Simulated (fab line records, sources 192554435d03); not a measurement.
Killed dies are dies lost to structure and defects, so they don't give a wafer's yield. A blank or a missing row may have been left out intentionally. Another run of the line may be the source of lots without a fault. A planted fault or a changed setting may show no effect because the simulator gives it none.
What tool caused it? | flow n5 finfet | Sampling: 9 lots, 27 wafers, 6 of 1938 route steps

WHAT THE GAUGES SHOWED, per wafer
N5_DUMMY_GATE_INSPECT_17: inspects for defects (brightfield).
lot  | measured    | on                | raw defect count
L397 | day 2 22:09 | defect inspect-02 | 189 207 222
L403 | day 4 10:47 | defect inspect-01 | 168 188 205
L408 | day 5 19:22 | defect inspect-01 | 195 240 312
L409 | day 6 00:31 | defect inspect-02 | 163 236 227
L410 | day 6 05:55 | defect inspect-01 | 178 190 207
L411 | day 6 09:40 | defect inspect-01 | 190 144 150
L418 | day 8 09:20 | defect inspect-01 | 268 126 218
L419 | day 8 13:14 | defect inspect-01 | 154 179 161
L420 | day 8 21:16 | defect inspect-02 | 166 226 140

N5_DUMMY_GATE_CD_MEAS_24: the cd target is 15 nm.
lot  | measured    | on        | cd nm (nm)
L397 | day 2 23:08 | cd sem-03 | 14.3 15.8 15.1
L403 | day 4 12:17 | cd sem-01 | 14.8 15.3 15.0
L408 | day 5 20:16 | cd sem-03 | 14.1 14.4 13.6
L409 | day 6 01:31 | cd sem-01 | 14.5 14.0 14.2
L410 | day 6 06:49 | cd sem-01 | 13.9 14.1 14.3
L411 | day 6 10:37 | cd sem-01 | 15.1 15.0 14.7
L418 | day 8 10:14 | cd sem-02 | 15.5 14.6 15.3
L419 | day 8 14:13 | cd sem-03 | 15.7 15.5 14.9
L420 | day 8 22:10 | cd sem-02 | 14.8 15.1 15.0

N5_BEOL_M4_RC_MEAS_101.
lot  | measured     | on        | DIBL_N (mV/V)  | DIBL_P (mV/V)  | IOFF_N (nA/um)    | IOFF_P (nA/um) | ION_N (uA/um) | ION_P (uA/um) | SS_N (mV/dec)  | SS_P (mV/dec)  | VT_N (mV)         | VT_P (mV)
L397 | day 8 00:08  | prober-02 | 36.6 35.5 36.9 | 36.5 34.1 37.0 | 0.169 0.153 0.187 | 0.20 0.18 0.21 | 686 669 699   | 462 451 465   | 70.9 70.7 71.5 | 72.7 72.3 73.4 | 248.1 248.6 246.2 | -253 -252 -252
L403 | day 9 07:05  | prober-01 | 37.5 35.5 38.3 | 36.9 34.4 37.3 | 0.177 0.136 0.186 | 0.25 0.20 0.27 | 684 668 677   | 470 464 467   | 72.3 71.2 71.6 | 73.5 72.7 73.2 | 250.3 249.4 249.5 | -245 -249 -244
L411 | day 11 17:55 | prober-01 | 35.4 35.2 37.6 | 36.1 35.5 38.1 | 0.172 0.160 0.204 | 0.22 0.21 0.25 | 688 664 683   | 466 464 463   | 72.0 70.9 71.9 | 73.5 73.1 74.3 | 246.6 251.5 245.7 | -246 -246 -245
L418 | day 13 15:14 | prober-02 | 35.1 36.0 35.1 | 34.8 35.2 35.0 | 0.137 0.146 0.142 | 0.19 0.20 0.20 | 665 666 662   | 460 455 456   | 70.9 71.1 70.9 | 73.0 72.9 72.6 | 250.8 251.1 248.0 | -250 -250 -248
L419 | day 13 12:08 | prober-02 | 35.3 34.5 35.9 | 31.4 30.9 32.4 | 0.130 0.117 0.137 | 0.15 0.14 0.16 | 674 669 660   | 453 450 446   | 71.3 70.8 70.6 | 72.9 72.6 72.0 | 250.6 251.5 250.8 | -258 -257 -255
L420 | day 13 18:05 | prober-01 | 37.4 40.3 36.6 | 35.5 38.7 33.9 | 0.158 0.217 0.146 | 0.23 0.30 0.22 | 674 691 656   | 466 465 458   | 71.0 72.4 71.6 | 73.2 73.9 72.1 | 249.3 245.3 254.2 | -247 -242 -247

WHICH TOOL RAN EACH LOT (tool, then ch and the chambers of the sampled wafers, then the start)
lot  | N5_DUMMY_GATE_CMP_04         | N5_DUMMY_GATE_ETCH_31             | N5_DUMMY_GATE_ETCH_44
L397 | cmp-03 ch 0,2,3, day 2 17:31 | rie diel-05 ch 0,1,2, day 2 22:41 | rie si-01 ch 2,3, day 2 23:01
L403 | cmp-04 ch 0,2,3, day 4 04:11 | rie diel-01 ch 0,1,2, day 4 11:50 | rie si-04 ch 1,2,3, day 4 12:10
L408 | cmp-04 ch 0,2,3, day 5 12:49 | rie diel-05 ch 0,1, day 5 19:49   | rie si-01 ch 1,2,3, day 5 20:10
L409 | cmp-03 ch 0,1,3, day 5 19:57 | rie diel-05 ch 0,1,3, day 6 01:04 | rie si-04 ch 0,2,3, day 6 01:24
L410 | cmp-04 ch 0,1,3, day 6 01:12 | rie diel-02 ch 0,2,3, day 6 06:22 | rie si-04 ch 0,2,3, day 6 06:42
L411 | cmp-03 ch 2,3, day 6 05:02   | rie diel-01 ch 0,2,3, day 6 10:11 | rie si-01 ch 2,3, day 6 10:31
L418 | cmp-01 ch 0,1,2, day 8 01:28 | rie diel-02 ch 1,2, day 8 09:47   | rie si-01 ch 0,1,3, day 8 10:08
L419 | cmp-04 ch 0,2,3, day 8 05:03 | rie diel-02 ch 1,2,3, day 8 13:46 | rie si-04 ch 0,1,2, day 8 14:06
L420 | cmp-01 ch 0,1,2, day 8 16:32 | rie diel-05 ch 1,2,3, day 8 21:43 | rie si-01 ch 1,2, day 8 22:03
- N5_DUMMY_GATE_CMP_04: polishes a-Si.
- N5_DUMMY_GATE_ETCH_31: etches SiO2 in C4F6/O2, target depth 82.5 nm, time 27.5 s.
- N5_DUMMY_GATE_ETCH_44: etches poly-Si in HBr/O2, stops on SiO2, target depth 127.5 nm.

WHAT THE TOOLS THEMSELVES READ (means of the sampled wafers that have a number; where no wafer has one, the mark that the record gives instead)
N5_DUMMY_GATE_CMP_04.
lot  | tool   | motor current A (A) | pad life wafers | time to endpoint s (s)
L397 | cmp-03 | 9.3                 | 559             | 13.8
L403 | cmp-04 | 9.4                 | 877             | 14.2
L408 | cmp-04 | 9.4                 | 1106            | 13.5
L409 | cmp-03 | 9.5                 | 1184            | 15.0
L410 | cmp-04 | 9.1                 | 1202            | 11.2
L411 | cmp-03 | 10.0                | 1280            | 13.9
L418 | cmp-01 | 10.5                | 1100            | 13.0
L419 | cmp-04 | 9.3                 | 1615            | 12.6
L420 | cmp-01 | 10.6                | 1220            | 11.2

N5_DUMMY_GATE_ETCH_31.
lot  | tool        | C4F6_flow_sccm (sccm) | O2_flow_sccm (sccm) | drypump motor current A (A) | oes product au (a.u.) | rf vpp V (V) | showerhead plenum p Torr (Torr) | throttle valve pct (%)
L397 | rie diel-05 | 10.02                 | 10.04               | 5.8                         | 0.95                  | 668          | 2.91                            | 21.01
L403 | rie diel-01 | 9.97                  | 10.00               | 5.9                         | 0.70                  | 670          | 2.90                            | 21.16
L408 | rie diel-05 | 9.98                  | 10.00               | 6.0                         | 0.92                  | 664          | 2.91                            | 20.96
L409 | rie diel-05 | 10.00                 | 9.96                | 6.0                         | 0.84                  | 665          | 2.92                            | 21.07
L410 | rie diel-02 | 10.05                 | 10.01               | 5.8                         | 0.75                  | 664          | 2.89                            | 21.19
L411 | rie diel-01 | 10.02                 | 10.03               | 5.9                         | 0.73                  | 672          | 2.87                            | 21.25
L418 | rie diel-02 | 10.02                 | 9.97                | 6.3                         | 0.90                  | 666          | 2.88                            | 21.28
L419 | rie diel-02 | 10.02                 | 10.02               | 6.1                         | 0.81                  | 667          | 2.86                            | 21.19
L420 | rie diel-05 | 10.02                 | 9.97                | 5.8                         | 0.79                  | 669          | 2.90                            | 21.01

N5_DUMMY_GATE_ETCH_44.
lot  | tool      | HBr_flow_sccm (sccm) | O2_flow_sccm (sccm) | drypump motor current A (A) | oes product au (a.u.) | throttle valve pct (%)
L397 | rie si-01 | 120.2                | 9.999               | 5.3                         | 0.742                 | 18.73
L403 | rie si-04 | 120.1                | 10.017              | 5.8                         | 0.731                 | 18.51
L408 | rie si-01 | -                    | -                   | -                           | -                     | -
L409 | rie si-04 | -                    | -                   | -                           | -                     | -
L410 | rie si-04 | -                    | -                   | -                           | -                     | -
L411 | rie si-01 | 119.6                | 10.002              | 5.1                         | 0.744                 | 18.56
L418 | rie si-01 | 120.4                | 9.989               | 5.7                         | 0.735                 | 18.55
L419 | rie si-04 | 120.3                | 9.981               | 5.9                         | 0.725                 | 18.53
L420 | rie si-01 | 120.2                | 10.000              | 5.7                         | 0.739                 | 18.78

THE ANSWER, worked out from the rows above alone
Rule: the lots themselves supply what counts as usual. Put in order of their means at a reading, lots are off if they are a third of the lots or fewer, leave a main group of 4 or more, and stand apart from it by a gap of 3 or more times the standard deviation of the main group's means; of several such gaps the widest counts. A main group is skipped when, at the precision printed for the reading in the tables above, its means are all equal. Also off: a lot with no number at a reading for which 4 or more lots have one. Where the step has rows for the other lots, those lots are counted as sound. After the gauges, taken in route order, come the tools' own readings; for these a lot's mean is taken, as printed above. The first step at which some lot is off is used, and at that step the reading that is off furthest; a lot without a number counts as furthest.
Off: L408, L409, L410 (N5_DUMMY_GATE_CD_MEAS_24, cd nm). The main group has a mean of 15.1 nm with a standard deviation of 0.14.
If a tool, at a process step before that reading, ran all the lots that are off and no sound lot after the first of them, it fits. The gauges at N5_DUMMY_GATE_CD_MEAS_24 aren't tried: what is off there is off at N5_DUMMY_GATE_ETCH_44 too, on other tools, and a gauge's error can't cause that. Not one of the candidates tried fits.

WHAT THE SIMULATOR HAD PUT IN
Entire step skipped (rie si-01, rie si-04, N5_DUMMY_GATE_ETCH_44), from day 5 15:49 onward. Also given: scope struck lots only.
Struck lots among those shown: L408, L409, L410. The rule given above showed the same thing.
